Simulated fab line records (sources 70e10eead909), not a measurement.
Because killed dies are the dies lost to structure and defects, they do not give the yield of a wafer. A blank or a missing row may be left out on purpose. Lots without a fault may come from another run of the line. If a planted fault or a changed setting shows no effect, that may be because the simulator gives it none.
fab line records + flow nand-harc
record:
- lots: 6
- wafers: 18
- last-day: 24
route steps=1159 shown A_ZERO_WELL@412 A_SOURCE_PLATE@413 A_ONON_D1@424 END@1159
lots untouched by any fault: they come from a run of this same line in which no faults occurred
start-h: hours from the record's first day to the start of the lot's first wafer shown + wait-h: time in hours since the lot's previous step + " repeats the value in the row above + L1.1+2: several wafers, shown together as one row + - value missing, or start not given + * or withheld: withheld + < > ~ a bound
route shown NAME@n: a module of which the file shows steps, and the number in the route of the first + usual: mean/standard deviation of fault-free wafers + same: alike in all rows + chamber/n: place in a boat + sites: each site's reading + _std_site: the values' standard deviation + _edge_site: the outer-site mean with the inner-site mean subtracted + radius-mm: how far each site lies from the wafer's centre + mask NAME#n: copy n + behind: tool/chamber where the wafer was last shaped + hold: what put the lot on hold/how long, in hours/how the hold closed + device: names the non-switching transistor (n, p or np) + end of line: the tests these same wafers got at the end of their route + a step with no rows: only its recipe + killed: count of dies lost to structure and defects at first sort (not the wafer's yield) + map: shows each die of a wafer: x if killed, . if not, _ if none is there
set.NAME: the setting the step ran with; set.NAME@STEP: the setting that earlier step ran with + model.NAME: the simulator's own value behind a step, which no gauge read
lots at selected steps of the route; one table per step, one row per wafer
services: the hour from which a tool's chamber was out of use, counted from the record's first day as start-h (under 0 if before that day), plus the number of hours and why
== steps ==
step: NHARC_A_ZERO_WELL_INSPECT_17
usual:
- raw-defect-count: 12/5.8
| lot.wafer | tool              | chamber | start-h | wait-h | raw-defect-count |
|-----------|-------------------|---------|---------|--------|------------------|
| L700.2    | defect-inspect-02 | -       | 156.76  | 0.1    | 12               |
| L700.3    | "                 | -       | "       | "      | 18               |
| L700.5    | "                 | -       | "       | "      | 18               |
| L704.3    | defect-inspect-01 | -       | 173.38  | 0.1    | 15               |
| L704.4    | "                 | -       | "       | "      | 9                |
| L704.6    | "                 | -       | "       | "      | 11               |
| L709.3    | defect-inspect-01 | -       | 211.70  | 0.1    | 10               |
| L709.5    | "                 | -       | "       | "      | 19               |
| L709.6    | "                 | -       | "       | "      | 19               |
| L708.3    | defect-inspect-02 | -       | 231.99  | 0.1    | 24               |
| L708.4    | "                 | -       | "       | "      | 24               |
| L708.6    | "                 | -       | "       | "      | 13               |
| L717.3    | defect-inspect-01 | -       | 248.99  | 0.1    | 6                |
| L717.5    | "                 | -       | "       | "      | 6                |
| L717.6    | "                 | -       | "       | "      | 5                |
| L719.2    | defect-inspect-01 | -       | 264.76  | 0.1    | 16               |
| L719.5    | "                 | -       | "       | "      | 15               |
| L719.6    | "                 | -       | "       | "      | 19               |
step: NHARC_A_SOURCE_PLATE_PRECLEAN_00
recipe:
- time-s: 60
- chemistry: HF-LAST
step: NHARC_A_SOURCE_PLATE_SRD_01
step: NHARC_A_SOURCE_PLATE_OXIDE_02
recipe:
- target-thk-a: 100
- temp-c: 900
- ox-time-s: 1362
- material: SiO2
step: NHARC_A_SOURCE_PLATE_THK_MEAS_09
recipe:
- thk-meas-gauge: ellipsometry
usual:
- thk-nm: 9.8/1
| lot.wafer | tool          | chamber | start-h | wait-h | thk-nm |
|-----------|---------------|---------|---------|--------|--------|
| L700.2    | film-metro-02 | -       | 164.21  | 0.4    | 10.1   |
| L700.3    | "             | -       | "       | "      | 8.5    |
| L700.5    | "             | -       | "       | "      | 9.7    |
| L704.3    | film-metro-02 | -       | 181.31  | 0.4    | 8.6    |
| L704.4    | "             | -       | "       | "      | 8.2    |
| L704.6    | "             | -       | "       | "      | 11.0   |
| L709.3    | film-metro-01 | -       | 217.86  | 0.4    | 10.3   |
| L709.5    | "             | -       | "       | "      | 9.5    |
| L709.6    | "             | -       | "       | "      | 9.7    |
| L708.3    | film-metro-02 | -       | 239.38  | 0.4    | 9.7    |
| L708.4    | "             | -       | "       | "      | 9.9    |
| L708.6    | "             | -       | "       | "      | 8.1    |
| L717.3    | film-metro-01 | -       | 256.43  | 0.4    | 11.8   |
| L717.5    | "             | -       | "       | "      | 9.3    |
| L717.6    | "             | -       | "       | "      | 7.2    |
| L719.2    | film-metro-01 | -       | 271.63  | 0.4    | 10.7   |
| L719.5    | "             | -       | "       | "      | 8.8    |
| L719.6    | "             | -       | "       | "      | 10.3   |
step: NHARC_A_SOURCE_PLATE_PVD_04
recipe:
- target-thk-a: 500
- material: WSi2
step: NHARC_A_SOURCE_PLATE_CVD_03
recipe:
- target-thk-a: 2000
- temp-c: 620
- pressure-mtorr: 200
- time-s: 4000
- material: poly-Si
step: NHARC_A_SOURCE_PLATE_ANNEAL_05
recipe:
- temp-c: 850
- time-s: 1800
step: NHARC_A_SOURCE_PLATE_THK_MEAS_06
recipe:
- thk-meas-gauge: ellipsometry
usual:
- thk-nm: 199.3/2.2
| lot.wafer | tool          | chamber | start-h | wait-h | thk-nm |
|-----------|---------------|---------|---------|--------|--------|
| L700.2    | film-metro-01 | -       | 177.31  | 0.4    | 200.1  |
| L700.3    | "             | -       | "       | "      | 197.2  |
| L700.5    | "             | -       | "       | "      | 197.6  |
| L704.3    | film-metro-01 | -       | 196.37  | 0.4    | 201.4  |
| L704.4    | "             | -       | "       | "      | 201.7  |
| L704.6    | "             | -       | "       | "      | 199.4  |
| L709.3    | film-metro-02 | -       | 230.96  | 0.4    | 198.3  |
| L709.5    | "             | -       | "       | "      | 196.6  |
| L709.6    | "             | -       | "       | "      | 198.6  |
| L708.3    | film-metro-02 | -       | 252.38  | 0.4    | 197.3  |
| L708.4    | "             | -       | "       | "      | 197.4  |
| L708.6    | "             | -       | "       | "      | 198.7  |
| L717.3    | film-metro-02 | -       | 269.54  | 0.4    | 200.7  |
| L717.5    | "             | -       | "       | "      | 200.1  |
| L717.6    | "             | -       | "       | "      | 197.8  |
| L719.2    | film-metro-01 | -       | 284.43  | 0.4    | 203.2  |
| L719.5    | "             | -       | "       | "      | 203.3  |
| L719.6    | "             | -       | "       | "      | 199.8  |
step: NHARC_A_SOURCE_PLATE_INSPECT_08
usual:
- raw-defect-count: 62/23
| lot.wafer | tool              | chamber | start-h | wait-h | raw-defect-count |
|-----------|-------------------|---------|---------|--------|------------------|
| L700.2    | defect-inspect-02 | -       | 177.38  | 0.0    | 78               |
| L700.3    | "                 | -       | "       | "      | 63               |
| L700.5    | "                 | -       | "       | "      | 53               |
| L704.3    | defect-inspect-01 | -       | 196.43  | 0.0    | 61               |
| L704.4    | "                 | -       | "       | "      | 141              |
| L704.6    | "                 | -       | "       | "      | 47               |
| L709.3    | defect-inspect-02 | -       | 231.02  | 0.0    | 39               |
| L709.5    | "                 | -       | "       | "      | 34               |
| L709.6    | "                 | -       | "       | "      | 34               |
| L708.3    | defect-inspect-02 | -       | 252.44  | 0.0    | 71               |
| L708.4    | "                 | -       | "       | "      | 105              |
| L708.6    | "                 | -       | "       | "      | 114              |
| L717.3    | defect-inspect-01 | -       | 269.63  | 0.0    | 61               |
| L717.5    | "                 | -       | "       | "      | 51               |
| L717.6    | "                 | -       | "       | "      | 38               |
| L719.2    | defect-inspect-02 | -       | 284.49  | 0.0    | 44               |
| L719.5    | "                 | -       | "       | "      | 46               |
| L719.6    | "                 | -       | "       | "      | 68               |
step: NHARC_A_ONON_D1_DEP_00
recipe:
- target-thk-a: 10000
- n2-flow-sccm: 2750
- n2o-flow-sccm: 2000
- nh3-flow-sccm: 500
- sih4-flow-sccm: 210
- temp-c: 400
usual:
- susceptor-temp-C: 400.01/0.2
| lot.wafer | tool          | chamber | start-h | wait-h | susceptor-temp-C |
|-----------|---------------|---------|---------|--------|------------------|
| L700.2    | pecvd-onon-02 | 0       | 177.50  | 0.1    | 400.03           |
| L700.3    | "             | 0       | "       | "      | 399.89           |
| L700.5    | "             | 0       | "       | "      | 400.32           |
| L704.3    | pecvd-onon-02 | 0       | 196.61  | 0.2    | 399.93           |
| L704.4    | "             | 0       | "       | "      | 399.75           |
| L704.6    | "             | 0       | "       | "      | 399.57           |
| L709.3    | pecvd-onon-02 | 0       | 231.21  | 0.2    | 399.80           |
| L709.5    | "             | 0       | "       | "      | 399.66           |
| L709.6    | "             | 0       | "       | "      | 400.36           |
| L708.3    | pecvd-onon-04 | 0       | 252.63  | 0.2    | 399.89           |
| L708.4    | "             | 0       | "       | "      | 399.90           |
| L708.6    | "             | 0       | "       | "      | 400.12           |
| L717.3    | pecvd-onon-02 | 0       | 269.81  | 0.2    | 400.32           |
| L717.5    | "             | 0       | "       | "      | 400.18           |
| L717.6    | "             | 0       | "       | "      | 400.50           |
| L719.2    | pecvd-onon-02 | 0       | 284.63  | 0.1    | 400.03           |
| L719.5    | "             | 0       | "       | "      | 400.27           |
| L719.6    | "             | 0       | "       | "      | 399.77           |
step: NHARC_A_ONON_D1_THK_MEAS_02
recipe:
- thk-meas-gauge: ellipsometry
usual:
- thk-nm: 998/9.7
| lot.wafer | tool          | chamber | start-h | wait-h | thk-nm |
|-----------|---------------|---------|---------|--------|--------|
| L700.2    | film-metro-01 | -       | 177.96  | -      | 984    |
| L700.3    | "             | -       | "       | "      | 987    |
| L700.5    | "             | -       | "       | "      | 985    |
| L704.3    | film-metro-01 | -       | 197.01  | -      | 989    |
| L704.4    | "             | -       | "       | "      | 985    |
| L704.6    | "             | -       | "       | "      | 989    |
| L709.3    | film-metro-02 | -       | 231.60  | -      | 1007   |
| L709.5    | "             | -       | "       | "      | 1005   |
| L709.6    | "             | -       | "       | "      | 1004   |
| L708.3    | film-metro-02 | -       | 253.02  | -      | 988    |
| L708.4    | "             | -       | "       | "      | 988    |
| L708.6    | "             | -       | "       | "      | 988    |
| L717.3    | film-metro-01 | -       | 270.21  | -      | 741    |
| L717.5    | "             | -       | "       | "      | 994    |
| L717.6    | "             | -       | "       | "      | 995    |
| L719.2    | film-metro-01 | -       | 285.09  | -      | 753    |
| L719.5    | "             | -       | "       | "      | 1007   |
| L719.6    | "             | -       | "       | "      | 1007   |
step: NHARC_A_ONON_D1_DEP_03
recipe:
- target-thk-a: 10000
- n2-flow-sccm: 2750
- n2o-flow-sccm: 2000
- nh3-flow-sccm: 500
- sih4-flow-sccm: 210
- temp-c: 400
step: NHARC_END_SORT_01
recipe:
- temp-c: 25
usual:
- killed-at-array: 25/9.5
- killed-at-other: 0.8/1.2
- killed-at-periphery: 3.4/2.2
- killed-dies: 29/10
- killed-open: 3.3/1.8
- killed-short: 2.1/1.4
same:
- gross-dies: 677
| lot.wafer | tool      | chamber | start-h | wait-h | killed-at-array | killed-at-other | killed-at-periphery | killed-dies | killed-open | killed-short |
|-----------|-----------|---------|---------|--------|-----------------|-----------------|---------------------|-------------|-------------|--------------|
| L717.3    | prober-01 | 0       | 577.28  | 3.1    | 672             | 1               | 4                   | 677         | 6           | 2            |
| L719.2    | prober-02 | 0       | 584.30  | 2.8    | 674             | 1               | 2                   | 677         | 4           | 3            |
killed by level:class
L717.3 A_ONON_D1:area-dep=637 A_CHANNEL_HOLE_D1:chamber-film-flake=12 A_SLIT:chamber-film-flake=9 A_CONTACT:chamber-film-flake=4 P_ZERO_WELL:chamber-film-flake=3 A_SGD_CUT:geometric-particle:short=2 A_WL_FILL:geometric-particle:open=2 A_ONON_D1:geometric-particle:open=1
L719.2 A_ONON_D1:area-dep=646 A_SLIT:chamber-film-flake=10 A_CONTACT:chamber-film-flake=5 A_CHANNEL_HOLE_D1:chamber-film-flake=3 A_WL_FILL:chamber-film-flake=3 A_M0:geometric-particle:open=2 P_ZERO_WELL:chamber-film-flake=2 A_SOURCE_PLATE:geometric-particle:open=1
map L717.3 (x killed, . not)
____________x____________
_________xxxxxxx_________
_______xxxxxxxxxxx_______
______xxxxxxxxxxxxx______
_____xxxxxxxxxxxxxxx_____
____xxxxxxxxxxxxxxxxx____
____xxxxxxxxxxxxxxxxx____
___xxxxxxxxxxxxxxxxxxx___
___xxxxxxxxxxxxxxxxxxx___
__xxxxxxxxxxxxxxxxxxxxx__
__xxxxxxxxxxxxxxxxxxxxx__
_xxxxxxxxxxxxxxxxxxxxxxx_
_xxxxxxxxxxxxxxxxxxxxxxx_
_xxxxxxxxxxxxxxxxxxxxxxx_
_xxxxxxxxxxxxxxxxxxxxxxx_
_xxxxxxxxxxxxxxxxxxxxxxx_
xxxxxxxxxxxxxxxxxxxxxxxxx
xxxxxxxxxxxxxxxxxxxxxxxxx
xxxxxxxxxxxxxxxxxxxxxxxxx
xxxxxxxxxxxxxxxxxxxxxxxxx
xxxxxxxxxxxxxxxxxxxxxxxxx
_xxxxxxxxxxxxxxxxxxxxxxx_
_xxxxxxxxxxxxxxxxxxxxxxx_
_xxxxxxxxxxxxxxxxxxxxxxx_
_xxxxxxxxxxxxxxxxxxxxxxx_
_xxxxxxxxxxxxxxxxxxxxxxx_
__xxxxxxxxxxxxxxxxxxxxx__
__xxxxxxxxxxxxxxxxxxxxx__
___xxxxxxxxxxxxxxxxxxx___
___xxxxxxxxxxxxxxxxxxx___
____xxxxxxxxxxxxxxxxx____
____xxxxxxxxxxxxxxxxx____
_____xxxxxxxxxxxxxxx_____
______xxxxxxxxxxxxx______
_______xxxxxxxxxxx_______
_________xxxxxxx_________
____________x____________
map L719.2 (x killed, . not)
____________x____________
_________xxxxxxx_________
_______xxxxxxxxxxx_______
______xxxxxxxxxxxxx______
_____xxxxxxxxxxxxxxx_____
____xxxxxxxxxxxxxxxxx____
____xxxxxxxxxxxxxxxxx____
___xxxxxxxxxxxxxxxxxxx___
___xxxxxxxxxxxxxxxxxxx___
__xxxxxxxxxxxxxxxxxxxxx__
__xxxxxxxxxxxxxxxxxxxxx__
_xxxxxxxxxxxxxxxxxxxxxxx_
_xxxxxxxxxxxxxxxxxxxxxxx_
_xxxxxxxxxxxxxxxxxxxxxxx_
_xxxxxxxxxxxxxxxxxxxxxxx_
_xxxxxxxxxxxxxxxxxxxxxxx_
xxxxxxxxxxxxxxxxxxxxxxxxx
xxxxxxxxxxxxxxxxxxxxxxxxx
xxxxxxxxxxxxxxxxxxxxxxxxx
xxxxxxxxxxxxxxxxxxxxxxxxx
xxxxxxxxxxxxxxxxxxxxxxxxx
_xxxxxxxxxxxxxxxxxxxxxxx_
_xxxxxxxxxxxxxxxxxxxxxxx_
_xxxxxxxxxxxxxxxxxxxxxxx_
_xxxxxxxxxxxxxxxxxxxxxxx_
_xxxxxxxxxxxxxxxxxxxxxxx_
__xxxxxxxxxxxxxxxxxxxxx__
__xxxxxxxxxxxxxxxxxxxxx__
___xxxxxxxxxxxxxxxxxxx___
___xxxxxxxxxxxxxxxxxxx___
____xxxxxxxxxxxxxxxxx____
____xxxxxxxxxxxxxxxxx____
_____xxxxxxxxxxxxxxx_____
______xxxxxxxxxxxxx______
_______xxxxxxxxxxx_______
_________xxxxxxx_________
____________x____________
== services ==
| tool          | chamber | start-h | hours | kind |
|---------------|---------|---------|-------|------|
| pecvd-onon-04 | -       | 237.00  | 13.0  | pm   |
== key ==
first-sign:
- step: NHARC_A_ONON_D1_THK_MEAS_02
- reading: thk-nm
- direction: down
- sigmas: 26
- usual: 998
- struck: 747
effect:
- step: NHARC_END_SORT_01
- reading: killed-at-array
- direction: up
- sigmas: 68
- usual: 25
- struck: 673
more-kills-born-at:
- NHARC_A_ONON_D1_DEP_00@pecvd-onon-02: 1283
met-at NHARC_A_ONON_D1_DEP_00
struck-wafers L717.3,L719.2
later-rows-left-out L717.3,L719.2
tester-left-out L717,L719
onset-between 231.21 269.81
fault:
- kind: process-parameter-drift
- tool: pecvd-onon-02
- chamber: -
- onset-h: 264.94
- steps: NHARC_A_ONON_D1_DEP_00
- channel: target-thk-a
- offset: *
- shape: step
- end-h: 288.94
- scope: struck-wafers-only
- acts-in: *
- stated: *
tester-left-out: of these lots the tester's yield and bins aren't shown, on N5 and GAA mostly nor the transistor test; their killed dies are dies lost to structure and defects alone, not to doping, threshold or leakage, so they don't give the yield
later-rows-left-out: the simulator's readings of these wafers behind a module that went badly wrong aren't trusted and aren't shown, but for the sort
